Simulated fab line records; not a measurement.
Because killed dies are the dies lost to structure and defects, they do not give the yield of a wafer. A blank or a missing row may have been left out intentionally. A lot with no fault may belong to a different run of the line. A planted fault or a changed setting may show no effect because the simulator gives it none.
Matching of chambers | flow n5 finfet | rie diel-02 running N5_HKMG_FIN_ETCH_54: 4 sister chambers
The step etches SiARC in CF4, target depth 45.5 nm, time 75.8 s. 8 wafers are shown with their chamber, then 11 later ones without.

WAFERS PAIRED WITH THEIR CHAMBERS
wafer  | chamber | throttle valve pct (%) | showerhead plenum p Torr (Torr)
L078.2 | 1       | 15.83                  | 2.22
L087.3 | 0       | 15.68                  | 2.13
L087.4 | 2       | 15.63                  | 2.12
L087.5 | 3       | 16.08                  | 2.12
L088.1 | 0       | 15.66                  | 2.13
L088.4 | 3       | 16.10                  | 2.12
L088.5 | 1       | 15.89                  | 2.21
L089.1 | 2       | 15.65                  | 2.12

WAFERS MISSING THEIR CHAMBER
wafer  | throttle valve pct (%) | showerhead plenum p Torr (Torr)
L089.2 | 16.11                  | 2.12
L089.6 | 16.10                  | 2.12
L090.3 | 15.67                  | 2.13
L090.4 | 16.10                  | 2.12
L090.5 | 15.90                  | 2.21
L091.2 | 15.89                  | 2.21
L091.3 | 15.68                  | 2.13
L091.6 | 16.11                  | 2.12
L096.2 | 15.90                  | 2.21
L096.5 | 15.67                  | 2.12
L096.6 | 15.92                  | 2.21

WHICH CHAMBER EACH ONE RAN IN
wafer  | from the rows above     | in truth
L089.2 | 3                       | 3
L089.6 | 3                       | 3
L090.3 | 0                       | 0
L090.4 | 3                       | 3
L090.5 | 1                       | 1
L091.2 | 1                       | 1
L091.3 | 0                       | 0
L091.6 | 3                       | 3
L096.2 | 1                       | 1
L096.5 | can't be placed: 2 or 0 | 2
L096.6 | 1                       | 1
Correct placement for 10 of the 11. These rows do not allow placing 1 (true chamber among the candidates in 1). Wrongly placed: 0.
How it was worked out, from the rows above alone: a wafer's distance from a chamber is the root of the sum, over the readings, of the square of ((its reading less the chamber's mean) divided by the reading's scatter). The wafer belongs to the nearest chamber; if the next one is less than 2 further off, it can't be placed. Each chamber's mean is taken over the wafers shown for it. How the scatter is found: for the shown wafers, subtract from each reading the mean of its chamber, square and add these, divide the total by (wafers less chambers), then take the root.
